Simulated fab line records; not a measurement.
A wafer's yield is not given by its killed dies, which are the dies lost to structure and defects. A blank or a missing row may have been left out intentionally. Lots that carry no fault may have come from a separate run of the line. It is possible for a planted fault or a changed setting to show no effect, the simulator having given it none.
What tool caused it? ; flow nand harc ; 72 wafers from 24 lots sampled at 6 of the route's 1159 steps

## WHAT THE GAUGES SHOWED, per wafer
Not one reading of a measure or inspect step in the record can be checked against a usual standard deviation.

## TOOL THAT RAN EACH LOT (tool first, then ch and the chambers of the sampled wafers, then the start)
lot;NHARC_A_CONTACT_ETCH_76;NHARC_A_CONTACT_ETCH_126;NHARC_A_CONTACT_ETCH_129;NHARC_A_CONTACT_ETCH_89;NHARC_A_CONTACT_ETCH_31;NHARC_A_CONTACT_ETCH_139
L077;rie diel-06 ch 2,3, day 19 22:12 or earlier;har cap etch-01 ch 0,1, day 19 22:12;har cap etch-01 ch 0,1, day 19 22:37;rie diel-06 ch 1,2, day 20 09:26 or earlier;rie diel-06 ch 0,1,3, day 20 09:26 or earlier;har cap etch-02 ch 0,1, day 20 09:26
L078;rie diel-05 ch 0,1, day 20 00:32 or earlier;har cap etch-03 ch 0,1, day 20 00:32;har cap etch-03 ch 0,1, day 20 00:58;rie diel-05 ch 0,1,3, day 20 13:25 or earlier;rie diel-05 ch 0,2,3, day 20 13:25 or earlier;har cap etch-03 ch 0,1, day 20 13:25
L076;rie diel-05 ch 0,2, day 20 08:22 or earlier;har cap etch-01 ch 0,1, day 20 08:22;har cap etch-01 ch 0,1, day 20 08:48;rie diel-05 ch 1,2, day 20 19:42 or earlier;rie diel-05 ch 1,3, day 20 19:42 or earlier;har cap etch-03 ch 0,1, day 20 19:42
L074;rie diel-05 ch 0,1, day 20 09:33 or earlier;har cap etch-03 ch 0,1, day 20 09:33;har cap etch-03 ch 0,1, day 20 09:59;rie diel-05 ch 0,1,3, day 20 18:47 or earlier;rie diel-05 ch 0,3, day 20 18:47 or earlier;har cap etch-03 ch 0,1, day 20 18:47
L075;rie diel-06 ch 0,3, day 20 14:00 or earlier;har cap etch-03 ch 0,1, day 20 14:00;har cap etch-03 ch 0,1, day 20 14:25;rie diel-06 ch 0,2, day 21 00:59 or earlier;rie diel-06 ch 0,1, day 21 00:59 or earlier;har cap etch-01 ch 0,1, day 21 00:59
L082;rie diel-06 ch 0,1, day 20 20:02 or earlier;har cap etch-02 ch 0,1, day 20 20:02;har cap etch-02 ch 0,1, day 20 20:28;rie diel-04 ch 0,2, day 21 08:05 or earlier;rie diel-04 ch 1,3, day 21 08:05 or earlier;har cap etch-03 ch 0,1, day 21 08:05
L080;rie diel-05 ch 0,1,3, day 20 20:53 or earlier;har cap etch-01 ch 0,1, day 20 20:53;har cap etch-01 ch 0,1, day 20 21:28;rie diel-04 ch 0,1,3, day 21 09:42 or earlier;rie diel-04 ch 0,1,3, day 21 09:42 or earlier;har cap etch-02 ch 0,1, day 21 09:42
L079;rie diel-06 ch 0,1,3, day 21 04:56 or earlier;har cap etch-02 ch 0,1, day 21 04:56;har cap etch-02 ch 0,1, day 21 05:22;rie diel-06 ch 1,2,3, day 21 15:01 or earlier;rie diel-06 ch 0,1,3, day 21 15:01 or earlier;har cap etch-02 ch 0,1, day 21 15:01
L081;rie diel-04 ch 1,2,3, day 21 06:51 or earlier;har cap etch-01 ch 0,1, day 21 06:51;har cap etch-01 ch 0,1, day 21 07:16;rie diel-05 ch 0,1,3, day 21 15:46 or earlier;rie diel-05 ch 0,1,2, day 21 15:46 or earlier;har cap etch-01 ch 0,1, day 21 15:46
L084;rie diel-05 ch 1,2,3, day 21 11:53 or earlier;har cap etch-01 ch 0,1, day 21 11:53;har cap etch-01 ch 0,1, day 21 12:19;rie diel-06 ch 0,2,3, day 21 18:34 or earlier;rie diel-06 ch 0,1,3, day 21 18:34 or earlier;har cap etch-01 ch 0,1, day 21 18:34
L083;rie diel-06 ch 0,1,3, day 21 13:44 or earlier;har cap etch-03 ch 1, day 21 13:44;har cap etch-03 ch 1, day 21 14:29;rie diel-04 ch 0,1,3, day 21 21:29 or earlier;rie diel-04 ch 0,1, day 21 21:29 or earlier;har cap etch-02 ch 0,1, day 21 21:29
L087;rie diel-05 ch 0,1,2, day 21 22:47 or earlier;har cap etch-01 ch 0,1, day 21 22:47;har cap etch-01 ch 0,1, day 21 23:12;rie diel-06 ch 2,3, day 22 06:12 or earlier;rie diel-06 ch 0,1, day 22 06:12 or earlier;har cap etch-03 ch 0,1, day 22 06:12
L085;rie diel-06 ch 0,2,3, day 22 14:17 or earlier;har cap etch-03 ch 0,1, day 22 14:17;har cap etch-03 ch 0,1, day 22 14:42;rie diel-06 ch 0,1,2, day 23 00:01 or earlier;rie diel-06 ch 2,3, day 23 00:01 or earlier;har cap etch-01 ch 0,1, day 23 00:01
L088;rie diel-05 ch 0,1,3, day 22 14:19 or earlier;har cap etch-02 ch 0,1, day 22 14:19;har cap etch-02 ch 0,1, day 22 14:44;rie diel-06 ch 1,2,3, day 22 23:43 or earlier;rie diel-06 ch 0,1,2, day 22 23:43 or earlier;har cap etch-02 ch 0,1, day 22 23:43
L089;rie diel-06 ch 0,1, day 22 17:08 or earlier;har cap etch-03 ch 0, day 22 17:08;har cap etch-03 ch 0, day 22 17:33;rie diel-05 ch 1,3, day 23 01:08 or earlier;rie diel-05 ch 0,3, day 23 01:08 or earlier;har cap etch-02 ch 0,1, day 23 01:08
L093;rie diel-04 ch 0,1,2, day 23 00:05 or earlier;har cap etch-03 ch 0,1, day 23 00:05;har cap etch-03 ch 0,1, day 23 00:31;rie diel-05 ch 2,3, day 23 08:22 or earlier;rie diel-05 ch 0,1,2, day 23 08:22 or earlier;har cap etch-03 ch 0,1, day 23 08:22
L092;rie diel-04 ch 0,1, day 23 04:21 or earlier;har cap etch-01 ch 0,1, day 23 04:21;har cap etch-01 ch 0,1, day 23 04:47;rie diel-04 ch 1,2,3, day 23 15:27 or earlier;rie diel-04 ch 0,1,2, day 23 15:27 or earlier;har cap etch-02 ch 0,1, day 23 15:27
L091;rie diel-06 ch 0,1,2, day 23 04:22 or earlier;har cap etch-03 ch 0,1, day 23 04:22;har cap etch-03 ch 0,1, day 23 04:48;rie diel-06 ch 0,1, day 23 14:44 or earlier;rie diel-06 ch 1,2,3, day 23 14:44 or earlier;har cap etch-01 ch 0,1, day 23 14:44
L095;rie diel-05 ch 0,2,3, day 23 05:29 or earlier;har cap etch-02 ch 0,1, day 23 05:29;har cap etch-02 ch 0,1, day 23 05:55;rie diel-04 ch 1,2,3, day 23 16:06 or earlier;rie diel-04 ch 0,2, day 23 16:06 or earlier;har cap etch-03 ch 0,1, day 23 16:06
L094;rie diel-05 ch 0,1, day 23 09:18 or earlier;har cap etch-01 ch 1, day 23 09:18;har cap etch-01 ch 1, day 23 09:44;rie diel-06 ch 0,2,3, day 23 18:26 or earlier;rie diel-06 ch 0,2,3, day 23 18:26 or earlier;har cap etch-01 ch 1, day 23 18:26
L090;rie diel-06 ch 0,2, day 23 09:53 or earlier;har cap etch-02 ch 0,1, day 23 09:53;har cap etch-02 ch 0,1, day 23 10:19;rie diel-05 ch 1,2,3, day 23 20:10 or earlier;rie diel-05 ch 0,1,2, day 23 20:10 or earlier;har cap etch-02 ch 0,1, day 23 20:10
L086;rie diel-05 ch 1,2,3, day 23 21:31 or earlier;har cap etch-01 ch 0,1, day 23 21:31;har cap etch-01 ch 0,1, day 23 21:56;rie diel-06 ch 0,2,3, day 24 06:52 or earlier;rie diel-06 ch 0,1,2, day 24 06:52 or earlier;har cap etch-02 ch 0,1, day 24 06:52
L097;rie diel-05 ch 0,1,2, day 24 08:29 or earlier;har cap etch-01 ch 0,1, day 24 08:29;har cap etch-01 ch 0,1, day 24 08:54;rie diel-06 ch 1,2,3, day 24 15:44 or earlier;rie diel-06 ch 1,2, day 24 15:44 or earlier;har cap etch-03 ch 0,1, day 24 15:44
L096;rie diel-06 ch 1,3, day 24 12:23 or earlier;har cap etch-03 ch 0,1, day 24 12:23;har cap etch-03 ch 0,1, day 24 12:48;rie diel-05 ch 0,2,3, day 24 20:37 or earlier;rie diel-05 ch 0,3, day 24 20:37 or earlier;har cap etch-02 ch 0,1, day 24 20:37
- NHARC_A_CONTACT_ETCH_76: etches the open film in N2/H2, target depth 260 nm, time 475.3 s.
- NHARC_A_CONTACT_ETCH_126: etches the open film in C4F8/O2/Ar, time 155 s, target depth 956 nm.
- NHARC_A_CONTACT_ETCH_129: etches the open film in C4F8/O2/Ar, time 155 s, target depth 956 nm.
- NHARC_A_CONTACT_ETCH_89: etches the open film in N2/H2, target depth 260 nm, time 475.3 s.
- NHARC_A_CONTACT_ETCH_31: etches the open film in O2/COS, target depth 2000 nm, time 520 s.
- NHARC_A_CONTACT_ETCH_139: etches the open film in C4F8/O2/Ar, time 137 s, target depth 590 nm.

## WHAT THE TOOLS THEMSELVES READ (means of the sampled wafers that have a number; where no wafer has one, the mark that the record gives instead)
NHARC_A_CONTACT_ETCH_76.
lot;tool;drypump motor current A (A);oes product au (a.u.);rf vpp V (V);showerhead plenum p Torr (Torr);throttle valve pct (%)
L077;rie diel-06;5.7;0.995;431.0;2.06;14.169
L078;rie diel-05;5.5;0.987;429.5;2.01;14.176
L076;rie diel-05;5.7;0.993;431.6;2.05;14.179
L074;rie diel-05;5.6;0.990;430.2;2.01;14.179
L075;rie diel-06;6.2;1.001;432.4;2.11;14.171
L082;rie diel-06;6.1;0.989;431.0;2.11;14.170
L080;rie diel-05;5.6;0.994;428.5;1.98;14.163
L079;rie diel-06;5.9;0.998;432.7;2.13;14.180
L081;rie diel-04;5.7;0.992;431.9;2.09;14.163
L084;rie diel-05;6.0;0.999;429.0;2.00;14.168
L083;rie diel-06;5.9;0.994;432.7;2.13;14.170
L087;rie diel-05;5.9;1.006;430.9;2.03;14.169
L085;rie diel-06;6.0;1.000;430.5;2.04;14.168
L088;rie diel-05;5.6;0.995;428.8;1.97;14.178
L089;rie diel-06;5.6;1.000;432.8;2.14;14.167
L093;rie diel-04;6.1;0.994;429.7;2.01;14.169
L092;rie diel-04;6.1;1.002;427.8;1.97;14.162
L091;rie diel-06;5.7;0.994;430.3;2.05;14.176
L095;rie diel-05;5.7;0.992;429.6;2.02;14.166
L094;rie diel-05;5.6;0.987;429.6;2.00;14.182
L090;rie diel-06;6.2;0.994;430.0;2.02;14.170
L086;rie diel-05;6.0;0.996;429.7;1.99;14.174
L097;rie diel-05;5.9;0.993;429.7;2.03;14.182
L096;rie diel-06;5.3;0.989;433.4;2.15;14.176

NHARC_A_CONTACT_ETCH_89.
lot;tool;drypump motor current A (A);oes product au (a.u.);rf vpp V (V);showerhead plenum p Torr (Torr);throttle valve pct (%)
L077;rie diel-06;5.2;1.009;429.5;2.00;14.167
L078;rie diel-05;5.6;0.994;430.3;1.98;14.177
L076;rie diel-05;6.2;0.996;429.8;2.02;14.173
L074;rie diel-05;5.6;0.999;428.1;1.98;14.170
L075;rie diel-06;5.8;1.002;428.6;1.97;14.160
L082;rie diel-04;6.4;1.003;429.3;2.00;14.167
L080;rie diel-04;5.6;0.996;431.2;2.05;14.170
L079;rie diel-06;5.4;0.999;431.4;2.07;14.180
L081;rie diel-05;5.6;0.999;428.6;1.98;14.169
L084;rie diel-06;6.0;0.997;430.1;2.04;14.174
L083;rie diel-04;5.6;1.001;430.9;2.05;14.171
L087;rie diel-06;5.7;1.010;431.2;2.06;14.171
L085;rie diel-06;5.7;0.995;430.6;2.05;14.172
L088;rie diel-06;5.4;0.991;431.0;2.07;14.166
L089;rie diel-05;5.9;0.984;428.6;1.96;14.173
L093;rie diel-05;5.8;0.998;429.3;1.98;14.169
L092;rie diel-04;5.7;0.997;432.2;2.08;14.164
L091;rie diel-06;5.6;0.997;433.1;2.14;14.170
L095;rie diel-04;5.6;1.003;431.5;2.08;14.170
L094;rie diel-06;6.0;0.991;430.6;2.04;14.169
L090;rie diel-05;6.0;0.991;429.6;1.99;14.170
L086;rie diel-06;6.0;0.993;429.9;2.03;14.174
L097;rie diel-06;5.4;0.998;431.1;2.07;14.171
L096;rie diel-05;5.8;0.991;428.7;2.01;14.175

NHARC_A_CONTACT_ETCH_31.
lot;tool;drypump motor current A (A);oes product au (a.u.);rf vpp V (V);showerhead plenum p Torr (Torr);throttle valve pct (%)
L077;rie diel-06;5.9;0.999;316.4;3.25;28.330
L078;rie diel-05;5.8;0.988;313.0;3.10;28.337
L076;rie diel-05;5.9;0.999;312.5;3.01;28.323
L074;rie diel-05;5.4;0.983;313.6;3.06;28.325
L075;rie diel-06;5.6;0.998;316.7;3.27;28.331
L082;rie diel-04;5.3;0.996;315.0;3.20;28.333
L080;rie diel-04;5.6;0.997;314.2;3.14;28.333
L079;rie diel-06;5.9;0.993;316.0;3.24;28.327
L081;rie diel-05;5.9;1.001;313.5;3.11;28.334
L084;rie diel-06;5.9;0.995;315.8;3.24;28.329
L083;rie diel-04;5.7;0.993;314.1;3.08;28.340
L087;rie diel-06;5.6;0.993;316.1;3.26;28.333
L085;rie diel-06;5.7;1.001;313.3;3.14;28.331
L088;rie diel-06;5.7;0.989;313.7;3.14;28.315
L089;rie diel-05;5.4;0.991;312.5;3.01;28.333
L093;rie diel-05;5.9;0.990;313.9;3.11;28.326
L092;rie diel-04;6.1;1.000;313.9;3.07;28.334
L091;rie diel-06;5.4;0.995;315.0;3.16;28.331
L095;rie diel-04;6.4;1.005;312.8;3.01;28.329
L094;rie diel-06;6.0;0.991;314.4;3.11;28.330
L090;rie diel-05;6.0;0.992;314.2;3.10;28.326
L086;rie diel-06;5.7;0.994;314.0;3.13;28.333
L097;rie diel-06;5.1;0.992;314.7;3.18;28.328
L096;rie diel-05;5.4;0.988;311.6;3.00;28.330

## THE ANSWER, worked out from the rows above alone
Rule: usual is defined by the lots themselves. Put in order of their means at a reading, lots are off if they are a third of the lots or fewer, leave a main group of 4 or more, and stand apart from it by a gap of 3 or more times the standard deviation of the main group's means; of several such gaps the widest counts. If all means in a main group match to the digits the tables above print for the reading, that group is not used. Also off: a lot with no number at a reading for which 4 or more lots have one. All remaining lots with rows at the step are treated as sound. Order of review: gauges by route order, followed by the tools' own readings, for which a lot's mean as printed above is used. At the first step where some lot is off, the reading lying furthest off is the one used; lots without a number count as furthest.
Nothing can be told from this: no lot is off at any reading shown.

## WHAT THE SIMULATOR HAD INSERTED
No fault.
